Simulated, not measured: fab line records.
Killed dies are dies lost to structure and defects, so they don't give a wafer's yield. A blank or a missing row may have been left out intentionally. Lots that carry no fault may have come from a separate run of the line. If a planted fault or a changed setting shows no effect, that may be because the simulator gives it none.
A sampling plan put to the test ; flow nand-harc ; one fab line, 48 faults that these records tell of, each judged on the records of the lots that it struck
The plan consists of the line's own looks: route steps at which the wafer is read by a gauge or an inspection but not changed. Where struck wafers have a number at a look and the file lists that look's usual mean and standard deviation on fault-free wafers, the look can be judged. Caught: a look later than the fault's first step finds the struck wafers' mean 4 or more of those standard deviations (sigma) from the usual mean. On the tool: the identical test, applied to the tool's own readings at the steps of the fault. Also counted as caught: the struck wafers showing another recipe, or a record that is empty for them alone.

== THE FAULTS, as the simulator had put them in ==
1. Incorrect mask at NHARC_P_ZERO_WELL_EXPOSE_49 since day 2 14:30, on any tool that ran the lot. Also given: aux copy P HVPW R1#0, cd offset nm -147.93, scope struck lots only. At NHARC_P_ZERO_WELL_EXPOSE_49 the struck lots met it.
2. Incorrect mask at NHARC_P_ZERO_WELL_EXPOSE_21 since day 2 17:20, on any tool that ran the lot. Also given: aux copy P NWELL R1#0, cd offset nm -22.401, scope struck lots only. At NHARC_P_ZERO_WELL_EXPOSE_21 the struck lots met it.
3. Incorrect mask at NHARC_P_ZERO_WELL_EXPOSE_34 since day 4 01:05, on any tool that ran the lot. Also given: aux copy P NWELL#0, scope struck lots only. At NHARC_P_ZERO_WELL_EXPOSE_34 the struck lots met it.
4. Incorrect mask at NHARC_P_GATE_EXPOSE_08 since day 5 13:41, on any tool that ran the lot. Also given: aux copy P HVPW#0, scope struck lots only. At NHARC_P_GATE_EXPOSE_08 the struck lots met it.
5. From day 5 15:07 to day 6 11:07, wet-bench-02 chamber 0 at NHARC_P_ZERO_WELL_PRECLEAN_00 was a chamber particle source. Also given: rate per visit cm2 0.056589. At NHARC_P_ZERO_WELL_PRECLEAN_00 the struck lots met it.
6. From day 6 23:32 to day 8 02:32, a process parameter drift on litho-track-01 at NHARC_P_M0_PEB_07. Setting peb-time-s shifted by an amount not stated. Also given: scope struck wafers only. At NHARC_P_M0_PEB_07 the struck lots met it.
7. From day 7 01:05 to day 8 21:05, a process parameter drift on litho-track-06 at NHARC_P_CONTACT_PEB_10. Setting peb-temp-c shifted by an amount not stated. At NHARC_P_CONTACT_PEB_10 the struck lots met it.
8. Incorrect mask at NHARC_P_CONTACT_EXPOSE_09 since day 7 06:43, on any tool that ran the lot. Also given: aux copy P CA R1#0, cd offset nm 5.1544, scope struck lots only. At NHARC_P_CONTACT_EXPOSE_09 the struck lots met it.
9. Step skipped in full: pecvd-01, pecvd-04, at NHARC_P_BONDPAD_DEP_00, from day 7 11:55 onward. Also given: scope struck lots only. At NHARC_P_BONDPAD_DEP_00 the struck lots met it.
10. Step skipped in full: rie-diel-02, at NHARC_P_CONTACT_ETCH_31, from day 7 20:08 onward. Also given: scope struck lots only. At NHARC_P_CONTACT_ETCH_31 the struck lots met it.
11. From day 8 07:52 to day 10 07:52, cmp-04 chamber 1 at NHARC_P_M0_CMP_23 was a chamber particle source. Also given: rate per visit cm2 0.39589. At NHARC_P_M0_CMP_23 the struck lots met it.
12. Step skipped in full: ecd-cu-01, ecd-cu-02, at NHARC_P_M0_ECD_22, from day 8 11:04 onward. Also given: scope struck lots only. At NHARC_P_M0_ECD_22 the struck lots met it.
13. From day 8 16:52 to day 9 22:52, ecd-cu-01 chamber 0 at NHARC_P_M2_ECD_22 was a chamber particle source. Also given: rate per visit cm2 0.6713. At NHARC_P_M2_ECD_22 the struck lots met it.
14. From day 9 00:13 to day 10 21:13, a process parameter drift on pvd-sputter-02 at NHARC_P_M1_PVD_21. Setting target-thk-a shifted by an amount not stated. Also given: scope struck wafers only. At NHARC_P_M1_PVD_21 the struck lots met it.
15. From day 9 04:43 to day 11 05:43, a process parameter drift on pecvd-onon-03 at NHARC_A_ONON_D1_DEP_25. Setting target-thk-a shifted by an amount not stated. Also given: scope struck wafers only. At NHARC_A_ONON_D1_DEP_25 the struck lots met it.
16. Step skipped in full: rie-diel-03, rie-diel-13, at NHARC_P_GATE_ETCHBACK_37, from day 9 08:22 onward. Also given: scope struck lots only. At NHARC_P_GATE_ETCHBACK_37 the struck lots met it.
17. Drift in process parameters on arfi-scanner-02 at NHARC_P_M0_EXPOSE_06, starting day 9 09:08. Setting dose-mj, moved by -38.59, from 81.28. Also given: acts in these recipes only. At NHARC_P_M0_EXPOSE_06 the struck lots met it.
18. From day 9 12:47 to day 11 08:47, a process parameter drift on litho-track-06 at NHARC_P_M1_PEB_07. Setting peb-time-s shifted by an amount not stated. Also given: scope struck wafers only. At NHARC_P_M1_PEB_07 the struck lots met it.
19. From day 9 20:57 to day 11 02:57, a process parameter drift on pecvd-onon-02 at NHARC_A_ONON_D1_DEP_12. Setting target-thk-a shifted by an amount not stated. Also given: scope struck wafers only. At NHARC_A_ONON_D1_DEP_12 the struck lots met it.
20. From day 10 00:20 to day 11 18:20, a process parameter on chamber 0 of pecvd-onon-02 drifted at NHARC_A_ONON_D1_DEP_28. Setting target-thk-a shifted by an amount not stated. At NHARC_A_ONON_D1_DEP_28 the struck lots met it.
21. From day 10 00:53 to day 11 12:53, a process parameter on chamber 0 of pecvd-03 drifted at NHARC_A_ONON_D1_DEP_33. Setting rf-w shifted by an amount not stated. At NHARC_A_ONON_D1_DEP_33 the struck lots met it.
22. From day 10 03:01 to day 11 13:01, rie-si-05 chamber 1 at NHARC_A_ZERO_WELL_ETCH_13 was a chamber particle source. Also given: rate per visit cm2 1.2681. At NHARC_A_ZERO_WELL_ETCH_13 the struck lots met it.
23. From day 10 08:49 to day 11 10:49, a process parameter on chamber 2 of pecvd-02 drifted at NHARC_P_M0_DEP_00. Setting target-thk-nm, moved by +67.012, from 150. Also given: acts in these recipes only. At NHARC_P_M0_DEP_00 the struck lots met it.
24. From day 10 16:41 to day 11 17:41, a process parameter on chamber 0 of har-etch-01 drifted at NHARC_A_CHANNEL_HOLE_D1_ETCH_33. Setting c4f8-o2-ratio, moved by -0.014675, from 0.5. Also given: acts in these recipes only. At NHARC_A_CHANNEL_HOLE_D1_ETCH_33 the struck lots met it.
25. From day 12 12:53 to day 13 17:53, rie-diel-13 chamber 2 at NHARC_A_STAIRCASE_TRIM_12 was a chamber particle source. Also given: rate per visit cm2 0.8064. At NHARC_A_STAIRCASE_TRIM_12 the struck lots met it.
26. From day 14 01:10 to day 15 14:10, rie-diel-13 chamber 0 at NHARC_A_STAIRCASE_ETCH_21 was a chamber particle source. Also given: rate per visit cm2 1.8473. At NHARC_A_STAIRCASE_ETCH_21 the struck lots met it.
27. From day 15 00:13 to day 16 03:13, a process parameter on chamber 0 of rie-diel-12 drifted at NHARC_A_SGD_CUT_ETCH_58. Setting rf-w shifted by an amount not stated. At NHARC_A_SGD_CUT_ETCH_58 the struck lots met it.
28. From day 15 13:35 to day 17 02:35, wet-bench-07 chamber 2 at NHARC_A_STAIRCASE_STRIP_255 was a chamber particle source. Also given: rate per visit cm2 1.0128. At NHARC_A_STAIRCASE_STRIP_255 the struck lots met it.
29. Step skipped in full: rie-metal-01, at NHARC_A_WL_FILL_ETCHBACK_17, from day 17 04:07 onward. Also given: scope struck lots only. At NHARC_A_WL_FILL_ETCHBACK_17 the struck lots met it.
30. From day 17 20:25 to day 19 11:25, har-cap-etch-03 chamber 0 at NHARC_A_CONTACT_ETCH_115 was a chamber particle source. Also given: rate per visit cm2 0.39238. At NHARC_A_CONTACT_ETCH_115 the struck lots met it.
31. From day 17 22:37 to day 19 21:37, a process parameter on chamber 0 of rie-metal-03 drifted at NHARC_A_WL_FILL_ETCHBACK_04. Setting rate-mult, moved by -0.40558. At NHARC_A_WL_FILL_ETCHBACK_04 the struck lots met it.
32. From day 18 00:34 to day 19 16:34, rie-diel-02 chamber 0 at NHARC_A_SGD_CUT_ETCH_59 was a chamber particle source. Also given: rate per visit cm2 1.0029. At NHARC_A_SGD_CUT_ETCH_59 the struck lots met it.
33. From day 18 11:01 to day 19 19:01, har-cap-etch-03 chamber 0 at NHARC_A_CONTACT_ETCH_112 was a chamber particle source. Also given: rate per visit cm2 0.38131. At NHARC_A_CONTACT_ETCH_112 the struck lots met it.
34. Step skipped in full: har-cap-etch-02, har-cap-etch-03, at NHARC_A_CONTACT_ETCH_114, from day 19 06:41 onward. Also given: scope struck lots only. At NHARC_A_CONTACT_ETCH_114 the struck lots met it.
35. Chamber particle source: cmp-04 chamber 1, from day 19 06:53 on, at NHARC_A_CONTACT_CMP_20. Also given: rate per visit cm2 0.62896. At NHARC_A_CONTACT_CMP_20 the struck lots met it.
36. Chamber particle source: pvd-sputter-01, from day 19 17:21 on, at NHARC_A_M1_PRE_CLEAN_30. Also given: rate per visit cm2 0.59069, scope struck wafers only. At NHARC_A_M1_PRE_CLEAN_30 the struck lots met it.
37. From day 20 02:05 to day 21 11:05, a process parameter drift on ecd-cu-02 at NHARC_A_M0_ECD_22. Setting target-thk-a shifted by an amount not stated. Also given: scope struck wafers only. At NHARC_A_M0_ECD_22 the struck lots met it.
38. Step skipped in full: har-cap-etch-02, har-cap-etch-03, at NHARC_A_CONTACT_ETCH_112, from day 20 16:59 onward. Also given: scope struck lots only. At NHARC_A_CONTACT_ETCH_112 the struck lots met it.
39. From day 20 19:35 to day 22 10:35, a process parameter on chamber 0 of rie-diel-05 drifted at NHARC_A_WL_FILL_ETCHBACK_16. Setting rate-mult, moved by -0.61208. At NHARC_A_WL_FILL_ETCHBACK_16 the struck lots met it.
40. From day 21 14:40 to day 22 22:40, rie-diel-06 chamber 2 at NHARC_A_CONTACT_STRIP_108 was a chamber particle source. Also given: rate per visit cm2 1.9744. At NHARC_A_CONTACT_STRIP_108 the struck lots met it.
41. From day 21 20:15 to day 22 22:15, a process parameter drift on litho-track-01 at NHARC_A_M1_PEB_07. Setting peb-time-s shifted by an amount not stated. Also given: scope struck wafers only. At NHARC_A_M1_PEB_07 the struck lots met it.
42. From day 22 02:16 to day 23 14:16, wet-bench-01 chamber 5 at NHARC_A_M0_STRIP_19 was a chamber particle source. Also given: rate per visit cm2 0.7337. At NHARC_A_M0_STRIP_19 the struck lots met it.
43. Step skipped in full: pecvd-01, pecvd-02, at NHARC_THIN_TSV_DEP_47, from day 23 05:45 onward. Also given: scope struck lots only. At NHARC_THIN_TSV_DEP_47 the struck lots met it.
44. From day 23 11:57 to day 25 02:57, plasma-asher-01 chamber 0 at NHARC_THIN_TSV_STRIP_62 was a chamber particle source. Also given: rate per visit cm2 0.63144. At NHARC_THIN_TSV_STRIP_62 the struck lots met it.
45. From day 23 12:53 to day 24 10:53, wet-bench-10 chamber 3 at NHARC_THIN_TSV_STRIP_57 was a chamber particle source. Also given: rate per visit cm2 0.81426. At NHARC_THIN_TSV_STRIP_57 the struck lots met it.
46. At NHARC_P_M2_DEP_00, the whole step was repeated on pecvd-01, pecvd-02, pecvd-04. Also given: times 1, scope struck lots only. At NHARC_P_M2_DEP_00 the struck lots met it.
47. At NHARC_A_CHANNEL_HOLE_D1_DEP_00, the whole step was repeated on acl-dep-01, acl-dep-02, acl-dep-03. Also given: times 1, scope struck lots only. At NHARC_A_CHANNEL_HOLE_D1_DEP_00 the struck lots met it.
48. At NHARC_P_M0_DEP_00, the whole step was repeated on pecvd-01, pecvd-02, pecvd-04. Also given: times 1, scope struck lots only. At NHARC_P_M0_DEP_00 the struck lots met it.

== WHAT THE PLAN SAW ==
fault;on the tool itself;first look that catches it;reading, sigma;median hours from its first step to that look;hours from the fault's start to the first struck lot there;judged looks passed uncaught
1;no reading that can be judged;NHARC_P_ZERO_WELL_CD_MEAS_52;cd-nm -59;0.2;3;0
2;no reading that can be judged;NHARC_P_ZERO_WELL_CD_MEAS_24;cd-nm -10;0.1;3;0
3;no reading that can be judged;NHARC_END_SORT_01;killed-at-periphery +99 or beyond;421.5;424;0
4;no reading that can be judged;NHARC_END_SORT_01;killed-at-periphery +99 or beyond;368.8;371;1
5;only faintly: bath-heat-duty-pct +2.0 sigma;NHARC_P_STI_INSPECT_11;raw-defect-count +10;23.3;32;3
6;heater-power-total-W +57 sigma;NHARC_P_M0_CD_MEAS_09;cd-nm -18;0.1;7;0
7;plate-temp-C -4.5 sigma;none of the 4 looks that can be judged after it;-;-;-;4
8;no reading that can be judged;NHARC_P_CONTACT_CD_MEAS_12;cd-nm +4.5;0.1;0;0
9;the tool's record is blank for the struck wafers;NHARC_END_SORT_01;killed-at-periphery +99 or beyond;326.7;325;0
10;the tool's record is blank for the struck wafers;NHARC_END_SORT_01;killed-at-periphery +99 or beyond;346.8;333;0
11;under 2 sigma;NHARC_P_M1_INSPECT_11;raw-defect-count +99 or beyond;1.8;7;1
12;the tool's record is blank for the struck wafers;NHARC_P_M0_THK_MEAS_24;thk-nm -58;1.0;2;0
13;no reading that can be judged;NHARC_END_SORT_01;killed-at-periphery +99 or beyond;349.5;335;0
14;under 2 sigma;NHARC_END_SORT_01;killed-at-periphery +99 or beyond;348.3;354;1
15;no reading that can be judged;none of the 2 looks that can be judged after it;strongest: thk-nm at NHARC_A_ONON_D1_THK_MEAS_27, +3.6;-;-;2
16;the tool's record is blank for the struck wafers;NHARC_END_SORT_01;killed-at-periphery +99 or beyond;356.6;346;1
17;exposure-dose-mJ-cm2 -99 or beyond sigma;NHARC_P_M0_CD_MEAS_09;cd-nm -59;0.1;6;0
18;heater-power-total-W +12 sigma;none of the 2 looks that can be judged after it;strongest: cd-nm at NHARC_P_M1_CD_MEAS_09, -2.8;-;-;2
19;under 2 sigma;NHARC_A_ONON_D1_THK_MEAS_14;thk-nm -31;0.5;3;0
20;no reading that can be judged;NHARC_A_ONON_D1_THK_MEAS_30;thk-nm +63;0.5;8;0
21;rf-fwd-power-W +35 sigma;not the one look that can be judged after it;strongest: thk-nm at NHARC_A_ONON_D1_THK_MEAS_34, +3.0;-;-;1
22;under 2 sigma;NHARC_A_ZERO_WELL_INSPECT_17;raw-defect-count +99 or beyond;1.1;7;0
23;no reading that can be judged;NHARC_END_SORT_01;killed-at-periphery +99 or beyond;338.7;346;5
24;under 2 sigma;not the one look that can be judged after it;-;-;-;1
25;only faintly: showerhead-plenum-p-Torr +2.0 sigma;NHARC_END_SORT_01;killed-dies +5.0;218.6;224;0
26;under 2 sigma;NHARC_END_SORT_01;killed-dies +4.1;216.0;235;0
27;rf-fwd-power-W -99 or beyond sigma;NHARC_END_SORT_01;killed-at-array +74;138.8;147;0
28;under 2 sigma;NHARC_END_SORT_01;killed-at-array +10;226.5;224;0
29;the tool's record is blank for the struck wafers;NHARC_END_SORT_01;killed-at-array +74;92.4;100;0
30;no reading that can be judged;NHARC_END_SORT_01;killed-at-array +6.6;70.3;76;0
31;oes-product-au -31 sigma;NHARC_END_SORT_01;killed-at-array +74;106.8;98;0
32;under 2 sigma;NHARC_END_SORT_01;killed-at-array +12;137.8;153;1
33;no reading that can be judged;NHARC_END_SORT_01;killed-at-array +7.0;80.7;79;1
34;the tool's record is blank for the struck wafers;NHARC_END_SORT_01;killed-at-array +74;78.0;80;0
35;under 2 sigma;NHARC_A_BLC_INSPECT_12;raw-defect-count +34;1.0;14;1
36;under 2 sigma;NHARC_END_SORT_01;sort_bin_3_pct +7.3;37.4;50;1
37;no reading that can be judged;NHARC_END_SORT_01;sort_bin_2_pct +5.6;38.9;39;0
38;the tool's record is blank for the struck wafers;NHARC_END_SORT_01;killed-at-array +74;79.9;81;0
39;oes-product-au -12 sigma;NHARC_END_SORT_01;killed-at-array +74;95.7;105;0
40;no reading that can be judged;NHARC_END_SORT_01;killed-dies +7.9;61.8;78;0
41;heater-power-total-W +27 sigma;NHARC_A_M1_CD_MEAS_09;cd-nm -5.1;0.1;10;0
42;no reading that can be judged;NHARC_END_SORT_01;sort_bin_3_pct +16;50.2;49;1
43;the tool's record is blank for the struck wafers;NHARC_END_SORT_01;killed-at-other +99 or beyond;16.5;13;0
44;under 2 sigma;NHARC_END_SORT_01;killed-at-other +43;20.0;23;0
45;no reading that can be judged;NHARC_THIN_TSV_INSPECT_40;raw-defect-count +5.6;3.3;15;0
46;no reading that can be judged;NHARC_END_SORT_01;killed-at-periphery +99 or beyond;320.2;-;1
47;under 2 sigma;NHARC_END_SORT_01;killed-at-array +74;285.6;-;0
48;no reading that can be judged;NHARC_END_SORT_01;killed-at-periphery +99 or beyond;340.9;-;1
Dash: fault not caught, or number not given in these records.

Caught at a look: 43 of 48. Caught on the tool: 17 of 48. By one or the other: 46 of 48.
Faults 7, 18, 21 were caught on the tool alone.
Caught at a look alone: faults 1, 2, 3, 4, 5, 8, 11, 13, 14, 19, 20, 22, 23, 25, 26, 28, 30, 32, 33, 35, 36, 37, 40, 42, 44, 45, 46, 47, 48.
Caught by neither: faults 15, 24.

== THINNER SAMPLING ==
In the worst case, this is how late the first struck lot would be measured if the look that catches a fault measured only every second or every third lot, by lot number:
fault;struck lots at that look, in order of time;every lot;every second lot;every third lot
1;L123;3 h;may miss it;may miss it
2;L722;3 h;may miss it;may miss it
3;L831;424 h;may miss it;may miss it
4;L587;371 h;may miss it;may miss it
5;L539;32 h;may miss it;may miss it
6;L906, L909;7 h;25 h;may miss all 2
8;L484;0 h;may miss it;may miss it
9;L343, L341, L342;325 h;348 h;348 h
10;L450, L449, L451;333 h;355 h;362 h
11;L330;7 h;may miss it;may miss it
12;L310, L311;2 h;18 h;may miss all 2
13;L362, L365;335 h;369 h;may miss all 2
14;L683, L682;354 h;363 h;may miss all 2
16;L513, L514;346 h;370 h;may miss all 2
17;L258, L261, L262;6 h;17 h;may miss all 3
19;L732, L733, L734;3 h;8 h;27 h
20;L387, L392;8 h;42 h;may miss all 2
22;L655, L657;7 h;may miss all 2;may miss all 2
23;L533, L534;346 h;362 h;may miss all 2
25;L566, L565;224 h;242 h;may miss all 2
26;L216;235 h;may miss it;may miss it
27;L498;147 h;may miss it;may miss it
28;L343, L344;224 h;261 h;may miss all 2
29;L895, L898;100 h;109 h;may miss all 2
30;L645, L649;76 h;may miss all 2;may miss all 2
31;L962, L971;98 h;156 h;may miss all 2
32;L928;153 h;may miss it;may miss it
33;L374, L377;79 h;107 h;may miss all 2
34;L997, L999;80 h;may miss all 2;may miss all 2
35;L385;14 h;may miss it;may miss it
36;L522;50 h;may miss it;may miss it
37;L490, L493;39 h;68 h;may miss all 2
38;L588, L586;81 h;may miss all 2;may miss all 2
39;L339;105 h;may miss it;may miss it
40;L840;78 h;may miss it;may miss it
41;L214, L216;10 h;may miss all 2;may miss all 2
42;L133, L137;49 h;may miss all 2;may miss all 2
43;L994, L993;13 h;20 h;may miss all 2
44;L765, L770;23 h;31 h;may miss all 2
45;L912;15 h;may miss it;may miss it
Hours count from the start of the fault until the first struck lot that is measured. The limit of 4 sigma was tested on all struck wafers together, so one lot alone may lie under it. Other struck lots may not be in these records.

== THE LONGEST TIMED WAY FROM STEP TO LOOK ==
For fault 3, NHARC_P_ZERO_WELL_EXPOSE_34 and NHARC_END_SORT_01 are separated by a median of 421.5 hours. No look between them can be judged.
